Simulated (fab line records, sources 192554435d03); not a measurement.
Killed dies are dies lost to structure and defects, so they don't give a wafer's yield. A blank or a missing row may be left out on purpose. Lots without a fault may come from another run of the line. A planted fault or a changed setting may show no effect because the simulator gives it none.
Chamber matching | flow n5_finfet | N5_BEOL_M2_DESCUM_16 on rie_diel-02: 4 sister chambers
The step chemistry O2, time 7 s. 4 wafers are shown with their chamber, then 12 later ones without.

WAFERS WITH THEIR CHAMBER
wafer  | chamber | showerhead_plenum_p_Torr (Torr)
L085.6 | 3       | 2.06
L089.1 | 2       | 2.17
L089.2 | 0       | 2.08
L089.3 | 1       | 2.21

WAFERS WITHOUT THEIR CHAMBER
wafer  | showerhead_plenum_p_Torr (Torr)
L089.4 | 2.21
L089.5 | 2.08
L089.6 | 2.17
L094.1 | 2.16
L094.3 | 2.05
L094.4 | 2.08
L095.2 | 2.16
L095.3 | 2.08
L095.4 | 2.20
L097.2 | 2.20
L097.3 | 2.16
L097.4 | 2.05

WHICH CHAMBER EACH WENT THROUGH
wafer  | from the rows above | in truth
L089.4 | 1                   | 1
L089.5 | 0                   | 0
L089.6 | 2                   | 2
L094.1 | 2                   | 2
L094.3 | 3                   | 3
L094.4 | 0                   | 0
L095.2 | 2                   | 2
L095.3 | 0                   | 0
L095.4 | 1                   | 1
L097.2 | 1                   | 1
L097.3 | 2                   | 2
L097.4 | 3                   | 3
Placed correctly: 12 of 12. Can't be placed from these rows: 0. Placed wrongly: 0.
How it was worked out, from the rows above alone: a wafer's distance from a chamber is the root of the sum, over the readings, of the square of ((its reading less the chamber's mean) divided by the reading's scatter). The wafer belongs to the nearest chamber; if the next one is less than 2 further off, it can't be placed. A chamber's mean is the mean of its shown wafers. The scatter: with one shown wafer a chamber, the root of the mean of the squares of how far each hidden wafer lies from its nearest shown one.
